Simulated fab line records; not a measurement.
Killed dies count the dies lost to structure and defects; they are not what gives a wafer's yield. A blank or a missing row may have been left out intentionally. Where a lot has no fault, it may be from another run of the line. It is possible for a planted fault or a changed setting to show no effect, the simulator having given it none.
fab line records    flow n5-finfet    part 2 of 2: steps 22 to 32 of 32
record lots=5  wafers=15  last-day=15
route steps=1938 shown PMOS_HMC_CHANNEL_EPI@67 FIN_SAQP@90
lots that met no fault: taken from a fault-free run of the same line
start-h: hours from the record's first day to the start of the lot's first wafer shown    wait-h: hours from the lot's prior step to this one    " the same as in the row above    L1.1+2: several wafers, shown together as one row    - either no value or no given start    * or withheld: withheld    < > ~ a bound
route shown NAME@n: names a module that has steps shown in the file, with the first one's number in the route    usual: average and standard deviation across the fault-free wafers    same: alike in all rows    chamber/n: place in a boat    sites: each site's reading    _std_site: standard deviation across them    _edge_site: mean of outer sites minus mean of inner sites    radius-mm: for every site, how far away it sits from the centre of the wafer    mask NAME#n: copy n    behind: the tool/chamber that last shaped the wafer    hold: why the lot went on hold/how many hours it stayed there/how the hold came to an end    device: the n, p or np transistor that did not switch    end of line: at the end of the route, the tests of the same wafers    step lacking rows: just its recipe    killed: dies that structure and defects cost at the first sort, which is not the same as the wafer's yield    map: shows each die of a wafer: x if killed, . if not, _ if none is there
set.NAME: the setting the step ran with; set.NAME@STEP: the setting that earlier step ran with    model.NAME: the simulator's own value behind a step, which no gauge read
certain route steps with their lots: each step a table, each wafer a row
services: from which hour (start-h, from the record's first day; less than 0 if before it) a tool's chamber was out of use, for how many hours, and why
## steps
# step N5_PMOS_HMC_CHANNEL_EPI_INSPECT_30
# recipe inspect-instrument=darkfield  mode=post-epi
# usual raw-defect-count=20/7.3
lot.wafer  tool               chamber  start-h  wait-h  raw-defect-count
L074.1     defect-inspect-01  -        21.29    0.0     13
L074.5     "                  -        "        "       13
L074.6     "                  -        "        "       6
L076.1     defect-inspect-02  -        32.34    0.0     20
L076.4     "                  -        "        "       18
L076.6     "                  -        "        "       12
L081.1     defect-inspect-01  -        62.43    0.0     18
L081.2     "                  -        "        "       23
L081.4     "                  -        "        "       17
L085.4     defect-inspect-01  -        86.43    0.0     27
L085.5     "                  -        "        "       35
L085.6     "                  -        "        "       29
L086.1     defect-inspect-02  -        93.71    0.0     12
L086.2     "                  -        "        "       16
L086.3     "                  -        "        "       28
# step N5_FIN_SAQP_PRECLEAN_42
# recipe chemistry=O3/DIW  time-s=60  temp-c=22  o3-ppm=10
# same time-s=60
lot.wafer   tool          chamber  start-h  wait-h
L074.1+5+6  wet-bench-03  1,2,4    21.31    0.0
L076.1+4+6  wet-bench-05  0,4,1    32.37    0.0
L081.1+2+4  wet-bench-03  2,3,7    62.46    0.0
L085.4+5+6  wet-bench-06  6,3,0    86.46    0.0
L086.1+2+3  wet-bench-03  3,4,6    93.74    0.0
# step N5_FIN_SAQP_PRECLEAN_00
# recipe chemistry=SC1  time-s=60  temp-c=55  mix=1:2:50
# same time-s=60
lot.wafer   tool          chamber  start-h  wait-h
L074.1+5+6  wet-bench-03  1,2,4    21.33    0.0
L076.1+4+6  wet-bench-05  0,4,1    32.39    0.0
L081.1+2+4  wet-bench-03  2,3,7    62.48    0.0
L085.4+5+6  wet-bench-06  6,3,0    86.48    0.0
L086.1+2+3  wet-bench-03  3,4,6    93.76    0.0
# step N5_FIN_SAQP_PRECLEAN_44
# recipe chemistry=SC2  time-s=45  temp-c=35  mix=1:1:50
# same time-s=45
lot.wafer   tool          chamber  start-h  wait-h
L074.1+5+6  wet-bench-03  1,2,4    21.35    0.0
L076.1+4+6  wet-bench-05  0,4,1    32.40    0.0
L081.1+2+4  wet-bench-03  2,3,7    62.49    0.0
L085.4+5+6  wet-bench-06  6,3,0    86.49    0.0
L086.1+2+3  wet-bench-03  3,4,6    93.78    0.0
# step N5_FIN_SAQP_SRD_01
# recipe dry=ipa-marangoni  time-s=30  temp-c=23  rinse-liquid=diw
# same time-s=30
lot.wafer   tool          chamber  start-h  wait-h
L074.1+5+6  wet-bench-03  1,2,4    21.36    0.0
L076.1+4+6  wet-bench-05  0,4,1    32.42    0.0
L081.1+2+4  wet-bench-03  2,3,7    62.51    0.0
L085.4+5+6  wet-bench-06  6,3,0    86.51    0.0
L086.1+2+3  wet-bench-03  3,4,6    93.79    0.0
# step N5_FIN_SAQP_ALD_61
# recipe material=SiO2  target-thk-a=40  temp-c=300  ald-precursor-family=BDEAS  ald-co-reactant=O2-plasma  pulse-time-s=1  purge-time-s=2  co-reactant-purge-time-s=2  ald-cycles=43  pressure-torr=2
# usual heater-power-w=473/39  precursor-pulse-height-rel=1.001/0.024
# same purge-time-s=2
lot.wafer  tool        chamber  start-h  wait-h  heater-power-w  precursor-pulse-height-rel
L074.1     ald-sin-02  0        21.41    0.0     491             1.028
L074.5     "           3        "        "       375             0.955
L074.6     "           0        "        "       497             0.974
L076.1     ald-sin-03  2        32.46    0.0     501             0.956
L076.4     "           1        "        "       451             1.049
L076.6     "           1        "        "       454             1.035
L081.1     ald-sin-01  0        62.55    0.0     524             1.003
L081.2     "           1        "        "       538             0.989
L081.4     "           2        "        "       502             0.978
L085.4     ald-sin-03  0        86.55    0.0     439             0.984
L085.5     "           0        "        "       433             1.031
L085.6     "           3        "        "       441             1.025
L086.1     ald-sin-03  2        93.98    0.2     512             0.985
L086.2     "           0        "        "       447             1.026
L086.3     "           3        "        "       428             0.945
# step N5_FIN_SAQP_DENSIFY_62
# recipe temp-c=700  time-s=60  ambient=N2  idle-temp-c=600  ramp-up-c-per-s=150  ramp-down-c-per-s=60  cool-to-c=600
# usual lamp-power-pct=9.85/0.052  lamp_zone_3_pct=9.846/0.01  wafer_temp_C_max=703.2/0.61
# same time-s=60
lot.wafer  tool           chamber  start-h  wait-h  lamp-power-pct  lamp_zone_3_pct  wafer_temp_C_max
L074.1     rtp-anneal-01  0        21.61    0.1     9.82            9.848            703.6
L074.5     "              0        "        "       9.72            9.857            703.9
L074.6     "              0        "        "       9.79            9.830            703.4
L076.1     rtp-anneal-01  0        32.66    0.1     9.84            9.870            702.3
L076.4     "              0        "        "       9.72            9.832            703.0
L076.6     "              0        "        "       9.77            9.846            703.4
L081.1     rtp-anneal-01  0        62.76    0.1     9.87            9.842            702.1
L081.2     "              0        "        "       9.88            9.844            703.9
L081.4     "              0        "        "       9.78            9.838            702.6
L085.4     rtp-anneal-01  0        86.95    0.3     9.86            9.853            703.4
L085.5     "              0        "        "       9.90            9.842            702.6
L085.6     "              0        "        "       9.89            9.843            702.5
L086.1     rtp-anneal-02  0        94.21    0.1     9.82            9.841            703.3
L086.2     "              0        "        "       9.82            9.830            703.9
L086.3     "              0        "        "       9.87            9.821            703.4
# step N5_FIN_SAQP_HM_DEP_03
# recipe material=SiNx  target-thk-a=380  temp-c=400  precursor=SiH4/NH3/N2  pressure-torr=1.5  rf-w=300  time-s=33.6
# usual heater-power-w=757/130  showerhead-plenum-p-Torr=5.13/0.06  throttle-valve-pct=40.5/2
# same time-s=33.6
lot.wafer  tool      chamber  start-h  wait-h  heater-power-w  showerhead-plenum-p-Torr  throttle-valve-pct
L074.1     pecvd-04  1        21.83    0.2     719             5.20                      41.0
L074.5     "         2        "        "       814             5.11                      38.2
L074.6     "         1        "        "       718             5.20                      41.0
L076.1     pecvd-03  0        32.88    0.2     636             5.10                      43.9
L076.4     "         0        "        "       636             5.09                      44.1
L076.6     "         1        "        "       822             5.15                      41.4
L081.1     pecvd-02  2        62.97    0.2     519             5.00                      39.6
L081.2     "         0        "        "       616             5.18                      38.0
L081.4     "         0        "        "       623             5.18                      38.0
L085.4     pecvd-04  2        87.11    0.1     806             5.10                      38.7
L085.5     "         0        "        "       977             5.20                      39.9
L085.6     "         1        "        "       735             5.19                      41.3
L086.1     pecvd-02  1        94.42    0.2     808             5.10                      41.7
L086.2     "         0        "        "       705             5.16                      38.3
L086.3     "         2        "        "       497             5.00                      39.8
# step N5_FIN_SAQP_THK_MEAS_05
# usual thk-nm=37.8/0.51
lot.wafer  tool           chamber  start-h  wait-h  thk-nm
L074.1     film-metro-01  -        21.91    0.1     37.4
L074.5     "              -        "        "       38.7
L074.6     "              -        "        "       37.8
L076.1     film-metro-02  -        32.97    0.1     37.0
L076.4     "              -        "        "       37.6
L076.6     "              -        "        "       37.5
L081.1     film-metro-02  -        63.06    0.1     37.5
L081.2     "              -        "        "       37.2
L081.4     "              -        "        "       38.0
L085.4     film-metro-02  -        87.17    0.0     37.9
L085.5     "              -        "        "       37.9
L085.6     "              -        "        "       37.9
L086.1     film-metro-01  -        94.51    0.1     37.5
L086.2     "              -        "        "       36.8
L086.3     "              -        "        "       36.9
# step N5_FIN_SAQP_PECVD_47
# recipe material=a-Si  target-thk-a=450  temp-c=400  precursor=SiH4/He  pressure-torr=3  rf-w=100  time-s=36.3
# usual heater-power-w=799/110  showerhead-plenum-p-Torr=5.65/0.047  throttle-valve-pct=18.3/0.81
# same time-s=36.3
lot.wafer  tool      chamber  start-h  wait-h  heater-power-w  showerhead-plenum-p-Torr  throttle-valve-pct
L074.1     pecvd-04  0        21.95    0.0     890             5.72                      18.2
L074.5     "         0        "        "       902             5.72                      18.5
L074.6     "         2        "        "       856             5.65                      17.6
L076.1     pecvd-02  1        33.00    0.0     778             5.65                      18.8
L076.4     "         2        "        "       625             5.58                      17.9
L076.6     "         1        "        "       793             5.65                      19.0
L081.1     pecvd-04  0        63.09    0.0     981             5.72                      18.3
L081.2     "         2        "        "       876             5.65                      17.6
L081.4     "         0        "        "       1009            5.72                      18.3
L085.4     pecvd-02  0        87.22    0.1     733             5.69                      17.4
L085.5     "         1        "        "       855             5.64                      18.9
L085.6     "         2        "        "       663             5.56                      18.1
L086.1     pecvd-03  0        94.54    0.0     678             5.62                      20.1
L086.2     "         2        "        "       958             5.67                      17.5
L086.3     "         1        "        "       806             5.68                      18.8
# step N5_FIN_SAQP_PECVD_48
# recipe material=SiNx  target-thk-a=250  temp-c=400  precursor=SiH4/NH3/N2  pressure-torr=1.5  rf-w=300  time-s=22.1
# usual heater-power-w=731/120  showerhead-plenum-p-Torr=5.12/0.066  throttle-valve-pct=40.3/1.8
# same time-s=22.1
lot.wafer  tool      chamber  start-h  wait-h  heater-power-w  showerhead-plenum-p-Torr  throttle-valve-pct
L074.1     pecvd-04  0        21.99    0.0     962             5.20                      40.0
L074.5     "         0        "        "       959             5.20                      40.2
L074.6     "         2        "        "       778             5.11                      38.4
L076.1     pecvd-02  1        33.04    0.0     692             5.10                      42.1
L076.4     "         2        "        "       497             5.00                      39.8
L076.6     "         1        "        "       719             5.13                      42.2
L081.1     pecvd-04  0        63.14    0.0     884             5.20                      40.3
L081.2     "         2        "        "       796             5.10                      38.2
L081.4     "         0        "        "       860             5.18                      40.2
L085.4     pecvd-02  0        87.27    0.0     626             5.17                      38.0
L085.5     "         1        "        "       797             5.11                      41.7
L085.6     "         2        "        "       503             5.00                      39.9
L086.1     pecvd-03  0        94.59    0.0     716             5.11                      44.3
L086.2     "         2        "        "       953             5.15                      38.4
L086.3     "         1        "        "       766             5.14                      41.5
## services
tool          chamber  start-h  hours  kind
ald-sin-01    -        -5.54    1.5    repair
rie-diel-03   -        -4.97    0.5    repair
ald-sin-03    -        -3.78    14.0   pm
ald-sin-03    0        -3.78    14.0   vent-cycle
ald-sin-03    1        -3.78    14.0   vent-cycle
rie-si-03     -        0.61     0.1    repair
cmp-04        -        2.78     4.0    pm
pecvd-02      0        3.50     16.5   scheduled-down
pecvd-03      -        6.66     1.3    repair
epi-rpcvd-02  -        10.11    0.2    repair
cmp-01        -        10.39    0.9    repair
pecvd-02      1        10.68    6.4    repair
pecvd-04      2        11.37    2.1    scheduled-down
cmp-01        -        31.73    1.7    repair
cmp-01        -        44.05    0.3    repair
epi-rpcvd-02  -        44.76    1.3    repair
rie-diel-06   1        45.23    9.4    repair
rie-si-03     1        52.42    2.1    repair
cmp-01        -        54.31    6.2    pm
ald-sin-02    3        59.10    24.9   repair
cmp-04        -        69.39    6.2    repair
cmp-01        -        80.99    1.0    repair
ald-sin-02    -        85.25    14.0   pm
ald-sin-01    -        93.32    1.1    repair
